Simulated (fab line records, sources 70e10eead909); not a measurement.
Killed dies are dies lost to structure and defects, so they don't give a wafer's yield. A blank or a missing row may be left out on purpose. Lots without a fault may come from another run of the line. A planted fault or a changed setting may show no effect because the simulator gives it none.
Which tool did it? | flow nand_harc | 13 lots, 39 wafers sampled, at 4 steps of a route of 1302

WHAT THE GAUGES READ, wafer by wafer
The record holds no reading of a measuring or inspecting step that can be judged against a usual standard deviation.

WHICH TOOL RAN EACH LOT (tool, then ch and the chambers of the sampled wafers, then the start)
lot  | NHARC_A_CONTACT_ETCH_78                       | NHARC_A_CONTACT_ETCH_128             | NHARC_A_CONTACT_STRIP_83            | NHARC_A_CONTACT_DEP_84
L870 | rie_diel-11 ch 1,3, day 22 09:59 or earlier   | har_cap_etch-03 ch 0,1, day 22 09:59 | wet_bench-03 ch 2,3,7, day 22 12:34 | acl_dep-03 ch 0, day 22 13:28
L874 | rie_diel-03 ch 2,3, day 23 03:01 or earlier   | har_cap_etch-03 ch 0,1, day 23 03:01 | wet_bench-04 ch 3,6,7, day 23 05:36 | acl_dep-01 ch 0, day 23 05:52
L872 | rie_diel-11 ch 0,1,2, day 23 04:02 or earlier | har_cap_etch-02 ch 0,1, day 23 04:02 | wet_bench-03 ch 3,5,7, day 23 06:44 | acl_dep-01 ch 0, day 23 07:53
L873 | rie_diel-11 ch 0,1,3, day 23 13:53 or earlier | har_cap_etch-02 ch 0,1, day 23 13:53 | wet_bench-05 ch 0,2,6, day 23 16:35 | acl_dep-01 ch 0, day 23 16:50
L878 | rie_diel-10 ch 2,3, day 25 19:48 or earlier   | har_cap_etch-02 ch 0,1, day 25 19:48 | wet_bench-04 ch 0,2,3, day 25 22:22 | acl_dep-02 ch 0, day 25 22:54
L879 | rie_diel-11 ch 0,1,3, day 26 02:23 or earlier | har_cap_etch-03 ch 0,1, day 26 02:23 | wet_bench-04 ch 1,4,6, day 26 05:02 | acl_dep-02 ch 0, day 26 05:18
L880 | rie_diel-11 ch 0,3, day 26 21:47 or earlier   | har_cap_etch-03 ch 0,1, day 26 21:47 | wet_bench-04 ch 2,3,7, day 27 00:51 | acl_dep-02 ch 0, day 27 03:01
L881 | rie_diel-11 ch 0,2,3, day 27 07:42 or earlier | har_cap_etch-01 ch 0,1, day 27 07:42 | wet_bench-04 ch 1,4,6, day 27 10:23 | acl_dep-03 ch 0, day 27 12:50
L885 | rie_diel-03 ch 0,2, day 28 04:34 or earlier   | har_cap_etch-02 ch 1, day 28 04:34   | wet_bench-04 ch 4,6,7, day 28 07:08 | acl_dep-02 ch 0, day 28 11:43
L886 | rie_diel-11 ch 1,2, day 29 00:45 or earlier   | har_cap_etch-02 ch 0,1, day 29 00:45 | wet_bench-03 ch 2,5,7, day 29 03:19 | acl_dep-03 ch 0, day 29 08:26
L889 | rie_diel-10 ch 1,2, day 30 09:59 or earlier   | har_cap_etch-03 ch 0,1, day 30 09:59 | wet_bench-05 ch 1,2,5, day 30 12:28 | acl_dep-02 ch 0, day 30 15:46
L892 | rie_diel-10 ch 0,1,2, day 31 07:04 or earlier | har_cap_etch-03 ch 0,1, day 31 07:04 | wet_bench-05 ch 1,3,5, day 31 09:37 | acl_dep-02 ch 0, day 31 09:53
L893 | rie_diel-11 ch 1,2, day 31 07:46 or earlier   | har_cap_etch-02 ch 0,1, day 31 07:46 | wet_bench-04 ch 3,4,6, day 31 10:19 | acl_dep-03 ch 0, day 31 11:08
- NHARC_A_CONTACT_ETCH_78: etches the open film in O2/COS, target depth 5300 nm, time 1378 s.
- NHARC_A_CONTACT_ETCH_128: etches the open film in C4F8/O2/Ar, time 197 s, target depth 1918 nm.
- NHARC_A_CONTACT_STRIP_83: strips in post etch residue remover, time 600 s.
- NHARC_A_CONTACT_DEP_84: deposits aC, target thk 2800 nm.

WHAT THE TOOLS THEMSELVES READ (means of the sampled wafers that have a number; where no wafer has one, the mark that the record gives instead)
NHARC_A_CONTACT_ETCH_78.
lot  | tool        | drypump_motor_current_A (A) | oes_product_au (a.u.) | rf_vpp_V (V) | showerhead_plenum_p_Torr (Torr) | throttle_valve_pct (%)
L870 | rie_diel-11 | 5.2                         | 0.994                 | 314.7        | 3.19                            | 28.339
L874 | rie_diel-03 | 5.7                         | 0.998                 | 315.7        | 3.23                            | 28.327
L872 | rie_diel-11 | 6.0                         | 0.985                 | 313.2        | 3.02                            | 28.327
L873 | rie_diel-11 | 5.5                         | 0.995                 | 314.0        | 3.13                            | 28.324
L878 | rie_diel-10 | 5.2                         | 0.988                 | 314.4        | 3.15                            | 28.327
L879 | rie_diel-11 | 5.5                         | 0.999                 | 314.0        | 3.12                            | 28.327
L880 | rie_diel-11 | 5.7                         | 1.000                 | 314.4        | 3.12                            | 28.334
L881 | rie_diel-11 | 6.0                         | 1.007                 | 313.5        | 3.07                            | 28.326
L885 | rie_diel-03 | 5.6                         | 0.997                 | 313.7        | 3.12                            | 28.327
L886 | rie_diel-11 | 6.2                         | 1.006                 | 311.8        | 2.97                            | 28.331
L889 | rie_diel-10 | 6.2                         | 0.994                 | 315.5        | 3.20                            | 28.328
L892 | rie_diel-10 | 6.0                         | 0.989                 | 315.0        | 3.14                            | 28.337
L893 | rie_diel-11 | 6.2                         | 1.020                 | 311.7        | 2.96                            | 28.322

NHARC_A_CONTACT_STRIP_83.
lot  | tool         | bath_heat_duty_pct (%) | run_length_s (s)
L870 | wet_bench-03 | 11.9                   | 602.3
L874 | wet_bench-04 | 12.3                   | 602.5
L872 | wet_bench-03 | 11.5                   | 603.1
L873 | wet_bench-05 | 11.5                   | 603.2
L878 | wet_bench-04 | -                      | -
L879 | wet_bench-04 | -                      | -
L880 | wet_bench-04 | -                      | -
L881 | wet_bench-04 | 11.6                   | 603.0
L885 | wet_bench-04 | 12.0                   | 603.1
L886 | wet_bench-03 | 12.3                   | 602.7
L889 | wet_bench-05 | 13.2                   | 603.7
L892 | wet_bench-05 | 13.1                   | 604.0
L893 | wet_bench-04 | 12.9                   | 603.5

NHARC_A_CONTACT_DEP_84.
lot  | tool       | throttle_valve_pct (%)
L870 | acl_dep-03 | 35.002
L874 | acl_dep-01 | 34.992
L872 | acl_dep-01 | 34.996
L873 | acl_dep-01 | 34.993
L878 | acl_dep-02 | 34.998
L879 | acl_dep-02 | 34.996
L880 | acl_dep-02 | 35.001
L881 | acl_dep-03 | 34.990
L885 | acl_dep-02 | 34.994
L886 | acl_dep-03 | 34.999
L889 | acl_dep-02 | 35.007
L892 | acl_dep-02 | 35.011
L893 | acl_dep-03 | 35.001

THE ANSWER, worked out from the rows above alone
Rule: what is usual is taken from the lots themselves. Put in order of their means at a reading, lots are off if they are a third of the lots or fewer, leave a main group of 4 or more, and stand apart from it by a gap of 3 or more times the standard deviation of the main group's means; of several such gaps the widest counts. A main group whose means are all the same, to the digits that the tables above print for the reading, isn't used. A lot without any number at a reading at which 4 lots or more have one is off too. The other lots that the step has rows for count as sound. The gauges are gone through in route order, then the tools' own readings, and for those a lot's mean is taken as printed above. The first step at which some lot is off is used, and at that step the reading that is off furthest; a lot without a number counts as furthest.
Off: L878, L879, L880, at NHARC_A_CONTACT_STRIP_83 (bath_heat_duty_pct). Without a number there: L878, L879, L880. The main group: mean 12.2 %, standard deviation 0.61.
A tool fits if, at that step or a process step before it, it ran every lot that is off, and no sound lot after the first of them. NHARC_A_CONTACT_ETCH_78 gives no start for some lots, so the hours and the order of its lots are those of NHARC_A_CONTACT_ETCH_128. None of those tried fits.

WHAT THE SIMULATOR HAD PUT IN
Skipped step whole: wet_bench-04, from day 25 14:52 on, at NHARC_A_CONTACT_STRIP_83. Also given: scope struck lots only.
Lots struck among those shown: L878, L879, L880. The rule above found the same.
